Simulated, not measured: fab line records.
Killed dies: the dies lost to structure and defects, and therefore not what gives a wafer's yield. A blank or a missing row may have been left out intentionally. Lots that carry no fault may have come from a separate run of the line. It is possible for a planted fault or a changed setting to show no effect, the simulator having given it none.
Which tool is to blame?	flow n5 finfet	23 lots with 69 wafers sampled at 6 steps, on a route of 1938 steps

## WHAT THE GAUGES SHOWED, per wafer
Not one reading of a measure or inspect step in the record can be checked against a usual standard deviation.

## WHICH TOOL RAN EACH LOT (tool, then ch and the chambers of the sampled wafers, then the start)
lot	N5_BEOL_M2_HM_DEP_02	N5_BEOL_M2_STRIP_19	N5_BEOL_M2_ETCH_77	N5_BEOL_M2_ETCH_69	N5_BEOL_M2_SURFACE_TREAT_85	N5_BEOL_M2_ANNEAL_49
L074	pvd sputter-01, day 6 17:12	rie diel-03 ch 0,2,3, day 6 18:13	rie diel-04 ch 1,2,3, day 6 19:16	rie diel-04 ch 1,2,3, day 6 19:17	pvd sputter-02, day 6 21:19	pvd sputter-02, day 6 21:49
L075	pvd sputter-01, day 6 20:41	rie diel-04 ch 0,1,2, day 6 22:17	rie diel-03 ch 1,3, day 6 23:23	rie diel-03 ch 1,3, day 6 23:24	pvd sputter-01, day 7 00:49	pvd sputter-01, day 7 01:29
L076	pvd sputter-01, day 7 00:13	rie diel-04 ch 0,2,3, day 7 01:07	rie diel-02 ch 1,2,3, day 7 01:39	rie diel-02 ch 1,2,3, day 7 01:40	pvd sputter-01, day 7 03:45	pvd sputter-02, day 7 05:15
L077	pvd sputter-03, day 7 07:49	rie diel-04 ch 1,2, day 7 08:42	rie diel-02 ch 0,1,3, day 7 09:16	rie diel-02 ch 0,1,3, day 7 09:16	pvd sputter-01, day 7 11:09	pvd sputter-01, day 7 11:27
L078	pvd sputter-02, day 7 21:03	rie diel-04 ch 0,1,2, day 7 22:09	rie diel-03 ch 1,2,3, day 7 22:50	rie diel-03 ch 1,2,3, day 7 22:51	pvd sputter-03, day 8 02:23	pvd sputter-03, day 8 02:43
L079	pvd sputter-02, day 7 22:35	rie diel-04 ch 0,1,3, day 7 23:36	rie diel-03 ch 1,2,3, day 8 00:12	rie diel-03 ch 1,2,3, day 8 00:13	pvd sputter-02, day 8 02:56	pvd sputter-01, day 8 03:38
L080	pvd sputter-03, day 8 05:11	rie diel-02 ch 1,2, day 8 06:13	rie diel-04 ch 1,2, day 8 07:26	rie diel-04 ch 1,2, day 8 07:26	pvd sputter-01, day 8 11:11	pvd sputter-01, day 8 11:29
L081	pvd sputter-01, day 8 09:14	rie diel-04 ch 0,1,2, day 8 10:15	rie diel-03 ch 0,1,3, day 8 10:55	rie diel-03 ch 0,1,3, day 8 10:56	pvd sputter-03, day 8 12:41	pvd sputter-01, day 8 13:24
L082	pvd sputter-03, day 8 15:05	rie diel-04 ch 0,1,3, day 8 16:06	rie diel-04 ch 1,2, day 8 16:46	rie diel-04 ch 1,2, day 8 16:47	pvd sputter-01, day 8 21:47	pvd sputter-03, day 8 22:18
L083	pvd sputter-01, day 9 02:26	rie diel-04 ch 0,1,3, day 9 03:26	rie diel-02 ch 0,1, day 9 03:59	rie diel-02 ch 0,1, day 9 04:00	pvd sputter-01, day 9 05:39	pvd sputter-03, day 9 06:23
L084	pvd sputter-02, day 9 03:44	rie diel-02 ch 0,1,2, day 9 04:46	rie diel-02 ch 0,1,2, day 9 05:26	rie diel-02 ch 0,1,2, day 9 05:28	pvd sputter-03, day 9 08:14	pvd sputter-03, day 9 08:34
L085	pvd sputter-02, day 9 08:10	rie diel-02 ch 0,1,3, day 9 09:02	rie diel-02 ch 1,2,3, day 9 09:40	rie diel-02 ch 1,2,3, day 9 09:40	pvd sputter-03, day 9 10:50	pvd sputter-01, day 9 11:08
L086	pvd sputter-01, day 9 16:08	rie diel-04 ch 0,3, day 9 17:01	rie diel-02 ch 0,1,2, day 9 17:34	rie diel-02 ch 0,1,2, day 9 17:35	pvd sputter-02, day 9 21:32	pvd sputter-02, day 9 23:37
L088	pvd sputter-02, day 10 14:04	rie diel-02 ch 0,2, day 10 15:10	rie diel-04 ch 1,3, day 10 17:37	rie diel-04 ch 1,3, day 10 17:37	pvd sputter-02, day 10 21:10	pvd sputter-02, day 10 21:32
L090	pvd sputter-02, day 10 15:52	rie diel-04 ch 0,1,3, day 10 19:03	rie diel-02 ch 0,3, day 10 21:20	rie diel-02 ch 0,3, day 10 21:20	pvd sputter-03, day 11 01:52	pvd sputter-03, day 11 02:10
L089	pvd sputter-01, day 10 17:11	rie diel-02 ch 0,2, day 10 19:49	rie diel-04 ch 1,3, day 10 22:42	rie diel-04 ch 1,3, day 10 22:43	pvd sputter-02, day 11 08:58	pvd sputter-02, day 11 09:25
L091	pvd sputter-03, day 10 20:25	rie diel-02 ch 2,3, day 11 00:19	rie diel-02 ch 0,3, day 11 01:31	rie diel-02 ch 0,3, day 11 01:32	pvd sputter-03, day 11 10:37	pvd sputter-01, day 11 10:59
L092	pvd sputter-01, day 11 00:33	rie diel-04 ch 0,1,2, day 11 02:16	rie diel-04 ch 0,1,2, day 11 02:56	rie diel-04 ch 0,1,2, day 11 02:58	pvd sputter-01, day 11 08:31	pvd sputter-03, day 11 08:49
L093	pvd sputter-01, day 11 10:43	rie diel-03 ch 0,3, day 11 11:48	rie diel-02 ch 0,1, day 11 12:21	rie diel-02 ch 0,1, day 11 12:22	pvd sputter-03, day 11 16:53	pvd sputter-01, day 11 17:17
L094	pvd sputter-03, day 11 17:40	rie diel-03 ch 0,1,3, day 11 18:34	rie diel-02 ch 0,1,2, day 11 19:20	rie diel-02 ch 0,1,2, day 11 19:21	pvd sputter-01, day 12 00:23	pvd sputter-01, day 12 00:43
L095	pvd sputter-03, day 11 20:56	rie diel-02 ch 1,2,3, day 11 22:02	rie diel-02 ch 0,1,2, day 11 22:37	rie diel-02 ch 0,1,2, day 11 22:37	pvd sputter-02, day 12 07:11	pvd sputter-01, day 12 07:49
L096	pvd sputter-02, day 12 06:22	rie diel-02 ch 1,2, day 12 07:23	rie diel-02 ch 1,2,3, day 12 07:57	rie diel-02 ch 1,2,3, day 12 07:58	pvd sputter-02, day 12 16:08	pvd sputter-01, day 12 16:42
L097	pvd sputter-02, day 12 09:42	rie diel-04 ch 1,3, day 12 10:35	rie diel-03 ch 0,1,2, day 12 11:08	rie diel-03 ch 0,1,2, day 12 11:08	pvd sputter-01, day 12 22:42	pvd sputter-03, day 12 23:10
- N5_BEOL_M2_HM_DEP_02: deposits TiN, target thk 20 nm.
- N5_BEOL_M2_STRIP_19: strips in O2.
- N5_BEOL_M2_ETCH_77: etches underlayer in N2/H2, target depth 6.5 nm, time 5.2 s.
- N5_BEOL_M2_ETCH_69: etches SiARC in CF4, target depth 15.6 nm, time 26 s.
- N5_BEOL_M2_SURFACE_TREAT_85
- N5_BEOL_M2_ANNEAL_49: time 240 s.

## AS READ BY THE TOOLS THEMSELVES (means over the sampled wafers that have a number; for cases with no such wafer, the mark the record gives instead)
N5_BEOL_M2_HM_DEP_02. Usual: 29.7 % for throttle valve pct, sd 1.
lot	tool	throttle valve pct (%)	flag
L074	pvd sputter-01	29.4	
L075	pvd sputter-01	29.4	
L076	pvd sputter-01	29.7	
L077	pvd sputter-03	29.8	
L078	pvd sputter-02	30.0	
L079	pvd sputter-02	30.0	
L080	pvd sputter-03	28.6	
L081	pvd sputter-01	29.4	
L082	pvd sputter-03	31.1	
L083	pvd sputter-01	30.1	
L084	pvd sputter-02	30.0	
L085	pvd sputter-02	30.0	
L086	pvd sputter-01	29.6	
L088	pvd sputter-02	30.1	
L090	pvd sputter-02	29.5	
L089	pvd sputter-01	29.3	
L091	pvd sputter-03	31.5	
L092	pvd sputter-01	28.8	
L093	pvd sputter-01	29.6	
L094	pvd sputter-03	30.2	
L095	pvd sputter-03	29.7	
L096	pvd sputter-02	30.0	
L097	pvd sputter-02	30.2	

N5_BEOL_M2_STRIP_19. Usual: drypump motor current A 5.8 A, standard deviation 0.35; oes product au 0.79 a.u., standard deviation 0.087; rf vpp V 3.7 V, standard deviation 0.52; showerhead plenum p Torr 2.11 Torr, standard deviation 0.08; throttle valve pct 16.56 %, standard deviation 0.19.
lot	tool	drypump motor current A (A)	oes product au (a.u.)	rf vpp V (V)	showerhead plenum p Torr (Torr)	throttle valve pct (%)	flag
L074	rie diel-03	5.5	0.74	3.9	2.08	16.76	
L075	rie diel-04	5.9	0.81	3.5	2.17	16.60	
L076	rie diel-04	5.7	0.83	3.6	2.11	16.52	
L077	rie diel-04	6.1	0.73	3.7	2.12	16.82	
L078	rie diel-04	5.8	0.80	3.8	2.17	16.61	
L079	rie diel-04	5.6	0.83	4.1	2.15	16.44	
L080	rie diel-02	5.8	0.72	3.7	1.99	16.73	
L081	rie diel-04	5.8	0.78	3.9	2.17	16.63	
L082	rie diel-04	5.6	0.83	4.0	2.15	16.45	
L083	rie diel-04	5.6	0.82	3.6	2.15	16.46	
L084	rie diel-02	5.8	0.77	3.6	2.03	16.66	
L085	rie diel-02	5.9	0.75	3.8	2.08	16.57	
L086	rie diel-04	5.5	0.87	4.1	2.16	16.36	
L088	rie diel-02	5.9	0.82	3.9	2.08	16.57	
L090	rie diel-04	5.6	0.80	3.5	2.14	16.48	
L089	rie diel-02	5.9	0.82	4.0	2.07	16.58	
L091	rie diel-02	6.2	0.71	3.4	2.10	16.56	
L092	rie diel-04	5.8	0.88	3.9	2.16	16.50	
L093	rie diel-03	6.0	0.85	3.1	2.09	16.51	
L094	rie diel-03	6.0	0.85	3.3	2.10	16.54	
L095	rie diel-02	5.9	0.78	3.7	2.13	16.54	
L096	rie diel-02	5.7	0.86	3.9	2.16	16.51	
L097	rie diel-04	5.6	0.76	3.3	2.07	16.53	

N5_BEOL_M2_ETCH_77. Usual: bias w 150.0 W, standard deviation 0.45; drypump motor current A 5.9 A, standard deviation 0.35; etch rf on time s 5.18 s, standard deviation 0.11; n2 flow sccm 200.0 sccm, standard deviation 0.67; oes product au 0.68 a.u., standard deviation 0.083; rf vpp V 524.2 V, standard deviation 3; showerhead plenum p Torr 2.56 Torr, standard deviation 0.091; throttle valve pct 17.77 %, standard deviation 0.19.
lot	tool	bias w (W)	drypump motor current A (A)	etch rf on time s (s)	n2 flow sccm (sccm)	oes product au (a.u.)	rf vpp V (V)	showerhead plenum p Torr (Torr)	throttle valve pct (%)	flag
L074	rie diel-04	150.0	5.9	5.17	200.5	0.67	523.7	2.54	17.81	
L075	rie diel-03	149.6	6.2	5.19	199.4	0.78	526.7	2.60	17.75	
L076	rie diel-02	149.8	5.9	5.30	200.3	0.60	522.4	2.50	17.83	
L077	rie diel-02	149.8	5.9	5.09	199.8	0.66	524.5	2.54	17.71	
L078	rie diel-03	150.1	5.7	5.23	200.0	0.70	523.7	2.56	17.87	
L079	rie diel-03	149.8	5.7	5.22	199.5	0.70	522.8	2.56	17.88	
L080	rie diel-04	150.2	5.9	5.23	200.0	0.62	524.0	2.60	17.88	
L081	rie diel-03	149.5	6.0	5.14	199.6	0.77	525.1	2.56	17.78	
L082	rie diel-04	150.1	6.1	5.20	199.9	0.61	524.7	2.55	17.96	
L083	rie diel-02	149.4	5.8	5.03	199.6	0.70	524.2	2.51	17.74	
L084	rie diel-02	150.1	5.8	5.05	199.9	0.66	520.3	2.47	17.87	
L085	rie diel-02	150.0	5.9	5.30	201.0	0.59	522.5	2.49	17.85	
L086	rie diel-02	150.2	5.8	5.11	200.3	0.65	521.0	2.47	17.85	
L088	rie diel-04	149.5	5.6	5.16	199.7	0.67	523.1	2.52	17.78	
L090	rie diel-02	150.2	6.0	5.19	200.0	0.68	523.0	2.58	17.71	
L089	rie diel-04	150.0	5.6	5.15	200.3	0.67	524.3	2.52	17.80	
L091	rie diel-02	150.4	6.2	5.27	199.6	0.63	526.7	2.60	17.72	
L092	rie diel-04	149.8	5.8	5.17	199.2	0.74	526.3	2.60	17.63	
L093	rie diel-02	150.3	5.7	5.08	199.7	0.79	526.8	2.66	17.54	
L094	rie diel-02	150.1	5.8	5.06	200.0	0.72	525.5	2.57	17.75	
L095	rie diel-02	150.4	5.8	5.08	200.3	0.72	524.4	2.57	17.74	
L096	rie diel-02	150.0	5.9	5.26	200.2	0.67	525.1	2.59	17.74	
L097	rie diel-03	149.6	5.6	5.14	199.6	0.75	521.6	2.52	17.74	

N5_BEOL_M2_ETCH_69. Usual: bias w 36.00 W, standard deviation 0.11; drypump motor current A 5.9 A, standard deviation 0.36; etch rf on time s 26.0 s, standard deviation 0.54; oes product au 0.68 a.u., standard deviation 0.082; rf vpp V 184.3 V, standard deviation 1.2; showerhead plenum p Torr 2.15 Torr, standard deviation 0.077; throttle valve pct 15.52 %, standard deviation 0.16.
lot	tool	bias w (W)	drypump motor current A (A)	etch rf on time s (s)	oes product au (a.u.)	rf vpp V (V)	showerhead plenum p Torr (Torr)	throttle valve pct (%)	flag
L074	rie diel-04	35.95	5.8	26.1	0.66	184.6	2.15	15.55	
L075	rie diel-03	36.03	6.2	26.4	0.78	184.4	2.18	15.44	
L076	rie diel-02	36.07	5.9	26.0	0.61	183.2	2.10	15.57	
L077	rie diel-02	35.83	5.9	25.9	0.66	183.5	2.14	15.50	
L078	rie diel-03	36.04	5.7	26.2	0.69	183.5	2.15	15.63	
L079	rie diel-03	35.99	5.7	26.2	0.70	184.7	2.15	15.63	
L080	rie diel-04	36.10	5.9	26.1	0.62	185.3	2.18	15.63	
L081	rie diel-03	36.06	6.0	25.8	0.77	184.4	2.16	15.45	
L082	rie diel-04	36.08	6.1	26.0	0.61	185.0	2.15	15.73	
L083	rie diel-02	35.95	5.8	25.6	0.69	184.2	2.12	15.52	
L084	rie diel-02	35.89	5.8	25.5	0.66	183.6	2.08	15.62	
L085	rie diel-02	35.94	5.9	26.3	0.60	183.5	2.09	15.61	
L086	rie diel-02	35.88	5.8	25.8	0.65	182.8	2.08	15.61	
L088	rie diel-04	36.05	5.6	25.6	0.68	183.5	2.13	15.48	
L090	rie diel-02	36.08	6.0	26.0	0.68	185.6	2.18	15.46	
L089	rie diel-04	35.91	5.6	25.9	0.67	184.0	2.12	15.49	
L091	rie diel-02	36.08	6.2	26.6	0.63	184.4	2.19	15.47	
L092	rie diel-04	35.92	5.9	25.8	0.74	184.7	2.20	15.42	
L093	rie diel-02	35.93	5.7	25.0	0.80	184.7	2.23	15.35	
L094	rie diel-02	36.04	5.8	25.7	0.72	184.5	2.16	15.49	
L095	rie diel-02	36.07	5.8	25.4	0.72	184.7	2.16	15.48	
L096	rie diel-02	35.97	5.9	25.9	0.67	185.0	2.17	15.49	
L097	rie diel-03	36.10	5.6	25.9	0.75	183.7	2.12	15.44	

N5_BEOL_M2_ANNEAL_49. Usual: 825 W for heater power w, sd 79.
lot	tool	heater power w (W)	flag
L074	pvd sputter-02	796	
L075	pvd sputter-01	836	
L076	pvd sputter-02	827	
L077	pvd sputter-01	834	
L078	pvd sputter-03	778	
L079	pvd sputter-01	806	
L080	pvd sputter-01	787	
L081	pvd sputter-01	795	
L082	pvd sputter-03	950	
L083	pvd sputter-03	781	
L084	pvd sputter-03	879	
L085	pvd sputter-01	824	
L086	pvd sputter-02	828	
L088	pvd sputter-02	794	
L090	pvd sputter-03	867	
L089	pvd sputter-02	789	
L091	pvd sputter-01	804	
L092	pvd sputter-03	856	
L093	pvd sputter-01	811	
L094	pvd sputter-01	816	
L095	pvd sputter-01	791	
L096	pvd sputter-01	841	
L097	pvd sputter-03	944	

## THE ANSWER, worked out from the rows above alone
Rule: take the mean of a lot's wafers that have a number; if it is more than 3 standard deviations from the usual mean, the lot is off. A lot without any number at a reading at which 4 lots or more have one is off too. The other lots that the step has rows for count as sound. After the gauges, taken in route order, come the tools' own readings; for these a lot's mean is taken, as printed above. At the first step where some lot is off, the reading lying furthest off is the one used; lots without a number count as furthest.
None of the lots is off at any reading shown; this tells nothing.

## WHAT THE SIMULATOR HAD PUT IN
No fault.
